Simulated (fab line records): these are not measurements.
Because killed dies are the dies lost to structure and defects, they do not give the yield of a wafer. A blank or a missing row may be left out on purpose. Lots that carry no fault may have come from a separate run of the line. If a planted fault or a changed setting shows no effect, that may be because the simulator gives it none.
Chamber matching | flow nand harc | 4 sister chambers for NHARC_A_CONTACT_ETCH_110 on rie diel-09
The step etches the open film in CF4/O2, target depth 50 nm, overetch 5 nm, time 27.5 s. 4 wafers are shown with their chamber, then 9 later ones without.

## WAFERS, EACH WITH ITS CHAMBER
wafer  | chamber | drypump motor current A (A)
L212.1 | 2       | 5.9
L212.6 | 3       | 5.1
L213.2 | 0       | 5.5
L213.5 | 1       | 6.2

## WAFERS WHOSE CHAMBER IS MISSING
wafer  | drypump motor current A (A)
L214.1 | 5.2
L214.3 | 5.8
L214.5 | 5.5
L215.1 | 5.1
L215.2 | 6.2
L215.3 | 5.5
L217.2 | 5.9
L217.3 | 5.1
L217.5 | 5.1

## CHAMBER TAKEN BY EACH
wafer  | from the rows above | in truth
L214.1 | 3                   | 3
L214.3 | 2                   | 2
L214.5 | 0                   | 0
L215.1 | 3                   | 3
L215.2 | 1                   | 1
L215.3 | 0                   | 0
L217.2 | 2                   | 2
L217.3 | 3                   | 3
L217.5 | 3                   | 3
Placed correctly: 9 of 9. Can't be placed from these rows: 0. Wrongly placed: 0.
How it was worked out, from the rows above alone: a wafer's distance from a chamber is the root of the sum, over the readings, of the square of ((its reading less the chamber's mean) divided by the reading's scatter). If the next closest chamber is less than 2 further off than the closest, the wafer can't be placed; otherwise it belongs to the closest. Each chamber's mean is taken over the wafers shown for it. The scatter: root of mean squared gap, hidden wafer to nearest shown wafer, with one shown wafer a chamber.
